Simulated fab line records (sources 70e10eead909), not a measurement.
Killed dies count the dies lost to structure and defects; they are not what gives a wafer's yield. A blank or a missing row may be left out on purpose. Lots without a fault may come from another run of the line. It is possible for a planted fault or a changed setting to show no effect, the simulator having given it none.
Which tool was responsible? / flow nand_harc / 24 lots, 72 wafers sampled, at 3 steps of a route of 1159

== WHAT THE GAUGES SHOWED, per wafer ==
NHARC_P_BONDPAD_THK_MEAS_20: measures by xrf. Usual: 160.6 nm for thk_nm, sd 1.3.
lot=L075; measured=day 6 21:06; on=film_metro-02; thk_nm (nm)=159.9 158.2 158.9; flag=
lot=L074; measured=day 6 22:42; on=film_metro-01; thk_nm (nm)=160.8 161.3 160.2; flag=
lot=L077; measured=day 7 07:48; on=film_metro-02; thk_nm (nm)=159.6 160.7 159.4; flag=
lot=L078; measured=day 7 08:07; on=film_metro-01; thk_nm (nm)=159.0 159.0 159.3; flag=
lot=L076; measured=day 7 08:27; on=film_metro-02; thk_nm (nm)=159.0 161.7 159.0; flag=
lot=L079; measured=day 7 18:37; on=film_metro-02; thk_nm (nm)=159.7 159.7 160.7; flag=
lot=L080; measured=day 8 02:17; on=film_metro-02; thk_nm (nm)=160.5 160.5 160.6; flag=
lot=L081; measured=day 8 03:18; on=film_metro-02; thk_nm (nm)=160.8 159.6 161.5; flag=
lot=L082; measured=day 8 14:46; on=film_metro-01; thk_nm (nm)=161.1 160.9 160.8; flag=
lot=L084; measured=day 8 21:11; on=film_metro-02; thk_nm (nm)=160.9 160.2 159.8; flag=
lot=L083; measured=day 9 07:56; on=film_metro-02; thk_nm (nm)=157.7 159.6 160.4; flag=
lot=L088; measured=day 9 18:43; on=film_metro-02; thk_nm (nm)=162.1 160.6 160.4; flag=
lot=L087; measured=day 9 19:12; on=film_metro-02; thk_nm (nm)=160.9 159.2 159.1; flag=
lot=L086; measured=day 9 19:17; on=film_metro-01; thk_nm (nm)=157.6 161.0 160.3; flag=
lot=L085; measured=day 9 19:32; on=film_metro-02; thk_nm (nm)=158.6 158.8 162.3; flag=
lot=L089; measured=day 10 17:38; on=film_metro-02; thk_nm (nm)=161.5 158.8 162.2; flag=
lot=L091; measured=day 10 18:26; on=film_metro-01; thk_nm (nm)=161.9 162.3 160.1; flag=
lot=L090; measured=day 10 18:55; on=film_metro-01; thk_nm (nm)=161.2 160.6 160.7; flag=
lot=L093; measured=day 11 02:28; on=film_metro-02; thk_nm (nm)=158.0 160.3 159.8; flag=
lot=L092; measured=day 11 02:45; on=film_metro-02; thk_nm (nm)=160.5 160.7 160.2; flag=
lot=L094; measured=day 11 09:35; on=film_metro-02; thk_nm (nm)=161.2 160.0 161.7; flag=
lot=L095; measured=day 11 14:33; on=film_metro-02; thk_nm (nm)=162.3 161.9 163.1; flag=
lot=L096; measured=day 12 00:19; on=film_metro-01; thk_nm (nm)=162.2 162.6 162.0; flag=
lot=L097; measured=day 12 04:23; on=film_metro-02; thk_nm (nm)=161.0 159.8 159.8; flag=

== WHICH TOOL RAN EACH LOT (tool, then ch and the chambers of the sampled wafers, then the start) ==
lot=L075; NHARC_P_M2_PRE_CLEAN_30=pvd_sputter-03, day 6 21:06 or earlier; NHARC_P_M2_PVD_20=pvd_sputter-03, day 6 21:06 or earlier
lot=L074; NHARC_P_M2_PRE_CLEAN_30=pvd_sputter-02, day 6 22:42 or earlier; NHARC_P_M2_PVD_20=pvd_sputter-02, day 6 22:42 or earlier
lot=L077; NHARC_P_M2_PRE_CLEAN_30=pvd_sputter-02, day 7 07:48 or earlier; NHARC_P_M2_PVD_20=pvd_sputter-02, day 7 07:48 or earlier
lot=L078; NHARC_P_M2_PRE_CLEAN_30=pvd_sputter-03, day 7 08:07 or earlier; NHARC_P_M2_PVD_20=pvd_sputter-03, day 7 08:07 or earlier
lot=L076; NHARC_P_M2_PRE_CLEAN_30=pvd_sputter-01, day 7 08:27 or earlier; NHARC_P_M2_PVD_20=pvd_sputter-01, day 7 08:27 or earlier
lot=L079; NHARC_P_M2_PRE_CLEAN_30=pvd_sputter-03, day 7 18:37 or earlier; NHARC_P_M2_PVD_20=pvd_sputter-03, day 7 18:37 or earlier
lot=L080; NHARC_P_M2_PRE_CLEAN_30=pvd_sputter-03, day 8 02:17 or earlier; NHARC_P_M2_PVD_20=pvd_sputter-03, day 8 02:17 or earlier
lot=L081; NHARC_P_M2_PRE_CLEAN_30=pvd_sputter-03, day 8 03:18 or earlier; NHARC_P_M2_PVD_20=pvd_sputter-03, day 8 03:18 or earlier
lot=L082; NHARC_P_M2_PRE_CLEAN_30=pvd_sputter-02, day 8 14:46 or earlier; NHARC_P_M2_PVD_20=pvd_sputter-02, day 8 14:46 or earlier
lot=L084; NHARC_P_M2_PRE_CLEAN_30=pvd_sputter-01, day 8 21:11 or earlier; NHARC_P_M2_PVD_20=pvd_sputter-01, day 8 21:11 or earlier
lot=L083; NHARC_P_M2_PRE_CLEAN_30=pvd_sputter-02, day 9 07:56 or earlier; NHARC_P_M2_PVD_20=pvd_sputter-02, day 9 07:56 or earlier
lot=L088; NHARC_P_M2_PRE_CLEAN_30=pvd_sputter-03, day 9 18:43 or earlier; NHARC_P_M2_PVD_20=pvd_sputter-03, day 9 18:43 or earlier
lot=L087; NHARC_P_M2_PRE_CLEAN_30=pvd_sputter-02, day 9 19:12 or earlier; NHARC_P_M2_PVD_20=pvd_sputter-02, day 9 19:12 or earlier
lot=L086; NHARC_P_M2_PRE_CLEAN_30=pvd_sputter-01, day 9 19:17 or earlier; NHARC_P_M2_PVD_20=pvd_sputter-01, day 9 19:17 or earlier
lot=L085; NHARC_P_M2_PRE_CLEAN_30=pvd_sputter-03, day 9 19:32 or earlier; NHARC_P_M2_PVD_20=pvd_sputter-03, day 9 19:32 or earlier
lot=L089; NHARC_P_M2_PRE_CLEAN_30=pvd_sputter-02, day 10 17:38 or earlier; NHARC_P_M2_PVD_20=pvd_sputter-02, day 10 17:38 or earlier
lot=L091; NHARC_P_M2_PRE_CLEAN_30=pvd_sputter-01, day 10 18:26 or earlier; NHARC_P_M2_PVD_20=pvd_sputter-01, day 10 18:26 or earlier
lot=L090; NHARC_P_M2_PRE_CLEAN_30=pvd_sputter-01, day 10 18:55 or earlier; NHARC_P_M2_PVD_20=pvd_sputter-01, day 10 18:55 or earlier
lot=L093; NHARC_P_M2_PRE_CLEAN_30=pvd_sputter-01, day 11 02:28 or earlier; NHARC_P_M2_PVD_20=pvd_sputter-01, day 11 02:28 or earlier
lot=L092; NHARC_P_M2_PRE_CLEAN_30=pvd_sputter-03, day 11 02:45 or earlier; NHARC_P_M2_PVD_20=pvd_sputter-03, day 11 02:45 or earlier
lot=L094; NHARC_P_M2_PRE_CLEAN_30=pvd_sputter-02, day 11 09:35 or earlier; NHARC_P_M2_PVD_20=pvd_sputter-02, day 11 09:35 or earlier
lot=L095; NHARC_P_M2_PRE_CLEAN_30=pvd_sputter-01, day 11 14:33 or earlier; NHARC_P_M2_PVD_20=pvd_sputter-01, day 11 14:33 or earlier
lot=L096; NHARC_P_M2_PRE_CLEAN_30=pvd_sputter-03, day 12 00:19 or earlier; NHARC_P_M2_PVD_20=pvd_sputter-03, day 12 00:19 or earlier
lot=L097; NHARC_P_M2_PRE_CLEAN_30=pvd_sputter-01, day 12 04:23 or earlier; NHARC_P_M2_PVD_20=pvd_sputter-01, day 12 04:23 or earlier
- NHARC_P_M2_PRE_CLEAN_30: time 30 s.
- NHARC_P_M2_PVD_20: deposits TaN, target thk 5 nm, time 8.06 s.

== AS READ BY THE TOOLS THEMSELVES (means over the sampled wafers that have a number; for cases with no such wafer, the mark the record gives instead) ==
NHARC_P_M2_PRE_CLEAN_30. Usual: 410 W for heater_power_w, sd 53.
lot=L075; tool=pvd_sputter-03; heater_power_w (W)=399; flag=
lot=L074; tool=pvd_sputter-02; heater_power_w (W)=399; flag=
lot=L077; tool=pvd_sputter-02; heater_power_w (W)=427; flag=
lot=L078; tool=pvd_sputter-03; heater_power_w (W)=464; flag=
lot=L076; tool=pvd_sputter-01; heater_power_w (W)=404; flag=
lot=L079; tool=pvd_sputter-03; heater_power_w (W)=402; flag=
lot=L080; tool=pvd_sputter-03; heater_power_w (W)=398; flag=
lot=L081; tool=pvd_sputter-03; heater_power_w (W)=392; flag=
lot=L082; tool=pvd_sputter-02; heater_power_w (W)=431; flag=
lot=L084; tool=pvd_sputter-01; heater_power_w (W)=367; flag=
lot=L083; tool=pvd_sputter-02; heater_power_w (W)=431; flag=
lot=L088; tool=pvd_sputter-03; heater_power_w (W)=404; flag=
lot=L087; tool=pvd_sputter-02; heater_power_w (W)=398; flag=
lot=L086; tool=pvd_sputter-01; heater_power_w (W)=389; flag=
lot=L085; tool=pvd_sputter-03; heater_power_w (W)=405; flag=
lot=L089; tool=pvd_sputter-02; heater_power_w (W)=401; flag=
lot=L091; tool=pvd_sputter-01; heater_power_w (W)=336; flag=
lot=L090; tool=pvd_sputter-01; heater_power_w (W)=423; flag=
lot=L093; tool=pvd_sputter-01; heater_power_w (W)=411; flag=
lot=L092; tool=pvd_sputter-03; heater_power_w (W)=440; flag=
lot=L094; tool=pvd_sputter-02; heater_power_w (W)=467; flag=
lot=L095; tool=pvd_sputter-01; heater_power_w (W)=364; flag=
lot=L096; tool=pvd_sputter-03; heater_power_w (W)=386; flag=
lot=L097; tool=pvd_sputter-01; heater_power_w (W)=389; flag=

NHARC_P_M2_PVD_20. Usual: chamber_pressure_pa 0.12 Pa, standard deviation 0.00022; throttle_valve_pct 29.7 %, standard deviation 0.88.
lot=L075; tool=pvd_sputter-03; chamber_pressure_pa (Pa)=0.12; throttle_valve_pct (%)=29.4; flag=
lot=L074; tool=pvd_sputter-02; chamber_pressure_pa (Pa)=0.12; throttle_valve_pct (%)=30.1; flag=
lot=L077; tool=pvd_sputter-02; chamber_pressure_pa (Pa)=0.12; throttle_valve_pct (%)=29.4; flag=
lot=L078; tool=pvd_sputter-03; chamber_pressure_pa (Pa)=0.12; throttle_valve_pct (%)=29.2; flag=
lot=L076; tool=pvd_sputter-01; chamber_pressure_pa (Pa)=0.12; throttle_valve_pct (%)=28.5; flag=
lot=L079; tool=pvd_sputter-03; chamber_pressure_pa (Pa)=0.12; throttle_valve_pct (%)=29.4; flag=
lot=L080; tool=pvd_sputter-03; chamber_pressure_pa (Pa)=0.12; throttle_valve_pct (%)=29.8; flag=
lot=L081; tool=pvd_sputter-03; chamber_pressure_pa (Pa)=0.12; throttle_valve_pct (%)=30.7; flag=
lot=L082; tool=pvd_sputter-02; chamber_pressure_pa (Pa)=0.12; throttle_valve_pct (%)=29.4; flag=
lot=L084; tool=pvd_sputter-01; chamber_pressure_pa (Pa)=0.12; throttle_valve_pct (%)=30.0; flag=
lot=L083; tool=pvd_sputter-02; chamber_pressure_pa (Pa)=0.12; throttle_valve_pct (%)=29.6; flag=
lot=L088; tool=pvd_sputter-03; chamber_pressure_pa (Pa)=0.12; throttle_valve_pct (%)=30.3; flag=
lot=L087; tool=pvd_sputter-02; chamber_pressure_pa (Pa)=0.12; throttle_valve_pct (%)=28.6; flag=
lot=L086; tool=pvd_sputter-01; chamber_pressure_pa (Pa)=0.12; throttle_valve_pct (%)=29.9; flag=
lot=L085; tool=pvd_sputter-03; chamber_pressure_pa (Pa)=0.12; throttle_valve_pct (%)=29.2; flag=
lot=L089; tool=pvd_sputter-02; chamber_pressure_pa (Pa)=0.12; throttle_valve_pct (%)=30.4; flag=
lot=L091; tool=pvd_sputter-01; chamber_pressure_pa (Pa)=0.12; throttle_valve_pct (%)=29.6; flag=
lot=L090; tool=pvd_sputter-01; chamber_pressure_pa (Pa)=0.12; throttle_valve_pct (%)=29.9; flag=
lot=L093; tool=pvd_sputter-01; chamber_pressure_pa (Pa)=0.12; throttle_valve_pct (%)=29.9; flag=
lot=L092; tool=pvd_sputter-03; chamber_pressure_pa (Pa)=0.12; throttle_valve_pct (%)=29.6; flag=
lot=L094; tool=pvd_sputter-02; chamber_pressure_pa (Pa)=0.12; throttle_valve_pct (%)=29.7; flag=
lot=L095; tool=pvd_sputter-01; chamber_pressure_pa (Pa)=0.12; throttle_valve_pct (%)=30.0; flag=
lot=L096; tool=pvd_sputter-03; chamber_pressure_pa (Pa)=0.12; throttle_valve_pct (%)=29.5; flag=
lot=L097; tool=pvd_sputter-01; chamber_pressure_pa (Pa)=0.12; throttle_valve_pct (%)=29.6; flag=

== THE ANSWER, worked out from the rows above alone ==
Rule: lot off if the mean of its wafers having a number is beyond 3 standard deviations from the usual mean. A lot without any number at a reading at which 4 lots or more have one is off too. Any other lot the step has rows for is counted as sound. First the gauges in route order, then the tools' own readings, where a lot's mean is used as printed above. The first step at which some lot is off is used, and at that step the reading that is off furthest; a lot without a number counts as furthest.
None of the lots is off at any reading shown; this tells nothing.

== WHAT THE SIMULATOR HAD INSERTED ==
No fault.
